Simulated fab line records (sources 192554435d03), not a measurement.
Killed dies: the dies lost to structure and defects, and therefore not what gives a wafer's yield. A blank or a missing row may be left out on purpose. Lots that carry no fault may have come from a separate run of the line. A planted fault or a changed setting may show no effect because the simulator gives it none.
One fault through the eyes of 2 desks / flow n5Finfet / each desk has only its own numbers; what lay behind them comes last

## THE TOOL OWNER'S DESK: pecvd-01
The tool's own readings at N5_BEOL_M11_DEP_56 (deposits SiCN from 3MS/NH3, target thk 30 nm, time 10.5 s): means of the sampled wafers that have a number, for each lot that ran on this tool. If a lot's mean is further than 4 standard deviations from the usual mean, the lot is out of limits and carries the mark OUT (the distance appears in the brackets).
Columns: A = showerheadPlenumPTorr at N5_BEOL_M11_DEP_56, usual 4.156 Torr; B = throttleValvePct at N5_BEOL_M11_DEP_56, usual 17.9 %
lot=L700; first seen here=day 14 12:29; A=4.144; B=18.4
lot=L704; first seen here=day 15 02:28; A=4.172; B=17.7
lot=L705; first seen here=day 15 18:52; A=4.157; B=18.1
Result from this desk: across the 3 lots, nothing is out of limits.

## FROM THE METROLOGY DESK
Means of the sampled wafers that have a number, per lot and without regard to the tool the lot ran on: this is what the gauges read. If a lot's mean is further than 4 standard deviations from the usual mean, the lot is out of limits and carries the mark OUT (the distance appears in the brackets).
Columns: A = M11_THK at N5_BEOL_M11_THK_MEAS_53, usual 138 nm; B = M11_RS at N5_BEOL_M11_RS_MEAS_57, usual 0.149 ohm/sq
lot=L691; first seen here=day 12 04:25; A=140; B=0.148
lot=L700; first seen here=day 14 12:25; A=137; B=0.151
lot=L704; first seen here=day 15 02:24; A=138; B=0.151
lot=L705; first seen here=day 15 18:48; A=135; B=0.151
lot=L714; first seen here=day 17 01:47; A=137; B=0.150
lot=L711; first seen here=day 17 13:14; A=136; B=0.150
Result from this desk: across the 6 lots, nothing is out of limits.

## ALL TOGETHER
The tool owner's desk saw nothing out of limits.
The metrology desk saw nothing out of limits.

## WHAT THE SIMULATOR PUT IN
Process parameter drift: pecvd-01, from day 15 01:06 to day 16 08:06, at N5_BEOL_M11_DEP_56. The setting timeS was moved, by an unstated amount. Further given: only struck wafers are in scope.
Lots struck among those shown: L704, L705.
